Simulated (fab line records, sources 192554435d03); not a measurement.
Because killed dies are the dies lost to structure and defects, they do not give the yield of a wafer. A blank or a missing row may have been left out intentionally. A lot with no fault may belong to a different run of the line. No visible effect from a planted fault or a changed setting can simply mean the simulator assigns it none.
Split-lot trial :: flow n5-finfet :: 21 wafers read from 7 lots, route of 1938 steps

SPLIT DETAILS
At N5_BEOL_M4_COAT_73 (time 60 s, resist thk 5 nm), the setting spin-rpm was moved away from the recipe's 1500 rpm on 4 of the 21 wafers read, by -7.5% to +9.1%. All remaining wafers had this setting at the recipe value.

FROM THE SPLIT TO THE READING: what the file shows between them, 1 step
- N5_BEOL_M4_DESCUM_16: chemistry O2, time 7 s (also split here: time-s)

THE READING
etch.depth-nm (the simulator's own value, which no gauge read), in nm, at N5_BEOL_M4_ETCH_74 (etches underlayer in N2/H2, target depth 6.5 nm, time 5.2 s). The file gives no usual value for it. The 17 wafers here that ran the recipe average 4.997 nm, standard deviation 0.015 nm.

wafer: L079.1
tool, chamber at the split: litho-track-05, 0
spin-rpm as run, rpm: 1388
against the recipe: -7.5%
etch.depth-nm, nm: 5.19
against lot-mates on the recipe: +0.216

wafer: L079.3
tool, chamber at the split: litho-track-05, 0
spin-rpm as run, rpm: 1500
against the recipe: recipe
etch.depth-nm, nm: 4.966
against lot-mates on the recipe: -

wafer: L079.5
tool, chamber at the split: litho-track-05, 0
spin-rpm as run, rpm: 1500
against the recipe: recipe
etch.depth-nm, nm: 4.982
against lot-mates on the recipe: -

wafer: L078.3
tool, chamber at the split: litho-track-04, 0
spin-rpm as run, rpm: 1500
against the recipe: recipe
etch.depth-nm, nm: 5.01
against lot-mates on the recipe: -

wafer: L078.4
tool, chamber at the split: litho-track-04, 0
spin-rpm as run, rpm: 1500
against the recipe: recipe
etch.depth-nm, nm: 5.01
against lot-mates on the recipe: -

wafer: L078.6
tool, chamber at the split: litho-track-04, 0
spin-rpm as run, rpm: 1500
against the recipe: recipe
etch.depth-nm, nm: 5.033
against lot-mates on the recipe: -

wafer: L083.2
tool, chamber at the split: litho-track-04, 0
spin-rpm as run, rpm: 1500
against the recipe: recipe
etch.depth-nm, nm: 5.008
against lot-mates on the recipe: -

wafer: L083.5
tool, chamber at the split: litho-track-04, 0
spin-rpm as run, rpm: 1500
against the recipe: recipe
etch.depth-nm, nm: 4.989
against lot-mates on the recipe: -

wafer: L083.6
tool, chamber at the split: litho-track-04, 0
spin-rpm as run, rpm: 1400
against the recipe: -6.7%
etch.depth-nm, nm: 5.189
against lot-mates on the recipe: +0.191

wafer: L084.2
tool, chamber at the split: litho-track-05, 0
spin-rpm as run, rpm: 1500
against the recipe: recipe
etch.depth-nm, nm: 4.99
against lot-mates on the recipe: -

wafer: L084.3
tool, chamber at the split: litho-track-05, 0
spin-rpm as run, rpm: 1500
against the recipe: recipe
etch.depth-nm, nm: 5.006
against lot-mates on the recipe: -

wafer: L084.4
tool, chamber at the split: litho-track-05, 0
spin-rpm as run, rpm: 1500
against the recipe: recipe
etch.depth-nm, nm: 4.996
against lot-mates on the recipe: -

wafer: L085.1
tool, chamber at the split: litho-track-04, 0
spin-rpm as run, rpm: 1500
against the recipe: recipe
etch.depth-nm, nm: 4.996
against lot-mates on the recipe: -

wafer: L085.5
tool, chamber at the split: litho-track-04, 0
spin-rpm as run, rpm: 1500
against the recipe: recipe
etch.depth-nm, nm: 5.005
against lot-mates on the recipe: -

wafer: L085.6
tool, chamber at the split: litho-track-04, 0
spin-rpm as run, rpm: 1500
against the recipe: recipe
etch.depth-nm, nm: 4.987
against lot-mates on the recipe: -

wafer: L088.1
tool, chamber at the split: litho-track-04, 0
spin-rpm as run, rpm: 1500
against the recipe: recipe
etch.depth-nm, nm: 4.981
against lot-mates on the recipe: -

wafer: L088.3
tool, chamber at the split: litho-track-04, 0
spin-rpm as run, rpm: 1637
against the recipe: +9.1%
etch.depth-nm, nm: 4.757
against lot-mates on the recipe: -0.224

wafer: L088.5
tool, chamber at the split: litho-track-04, 0
spin-rpm as run, rpm: 1637
against the recipe: +9.1%
etch.depth-nm, nm: 4.786
against lot-mates on the recipe: -0.195

wafer: L087.1
tool, chamber at the split: litho-track-04, 0
spin-rpm as run, rpm: 1500
against the recipe: recipe
etch.depth-nm, nm: 5.001
against lot-mates on the recipe: -

wafer: L087.2
tool, chamber at the split: litho-track-04, 0
spin-rpm as run, rpm: 1500
against the recipe: recipe
etch.depth-nm, nm: 4.997
against lot-mates on the recipe: -

wafer: L087.3
tool, chamber at the split: litho-track-04, 0
spin-rpm as run, rpm: 1500
against the recipe: recipe
etch.depth-nm, nm: 4.988
against lot-mates on the recipe: -

FIT RESULTS
A straight line over all 21 wafers: etch.depth-nm changes by -0.0256 nm for each +1% of spin-rpm; r = -0.99; the points scatter about the line by 0.016 nm.
The same after taking each lot's own level away (the mean of its wafers on the recipe; 21 wafers): -0.0252 nm for each +1%; r = -0.99; scatter 0.013 nm.
On that fit, the largest move of spin-rpm shifts the reading by 0.23 nm.
From 4.9740 to 5.0177 nm: that is the span of the lots' own levels, equal to 3.0 times the standard deviation above.
Consequently the slope shifts little with the lot-to-lot level, the two slopes agreeing.
Check: for one of the wafers moved furthest among these (+9.1%), held out of the fit, the line's prediction against its lot-mates is -0.227 nm. Against them it came out at -0.224 nm.

OTHER SPLITS APPLIED TO THESE WAFERS
These wafers also went through other splits before the reading. Each is held against what the fit with the lots' levels taken away leaves over:
other split on the same wafers: N5_MOL_CONTACT_COAG_PECVD_31 temp-c
wafers away from the commonest value: 5
r with etch.depth-nm (lot level and that fit taken away): +0.18

other split on the same wafers: N5_MOL_CONTACT_COAG_COAT_64 spin-rpm
wafers away from the commonest value: 6
r with etch.depth-nm (lot level and that fit taken away): +0.13

other split on the same wafers: N5_BEOL_M0_SAQP_SPACER2_ALD_26 target-thk-a
wafers away from the commonest value: 8
r with etch.depth-nm (lot level and that fit taken away): -0.27

other split on the same wafers: N5_BEOL_M3_COAT_76 spin-rpm
wafers away from the commonest value: 9
r with etch.depth-nm (lot level and that fit taken away): +0.20

other split on the same wafers: N5_BEOL_M4_DESCUM_16 time-s
wafers away from the commonest value: 3
r with etch.depth-nm (lot level and that fit taken away): +0.09

FILE'S OWN FIT
etch.depth-nm changes by -0.0261 nm for each +1% of spin-rpm, r = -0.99.
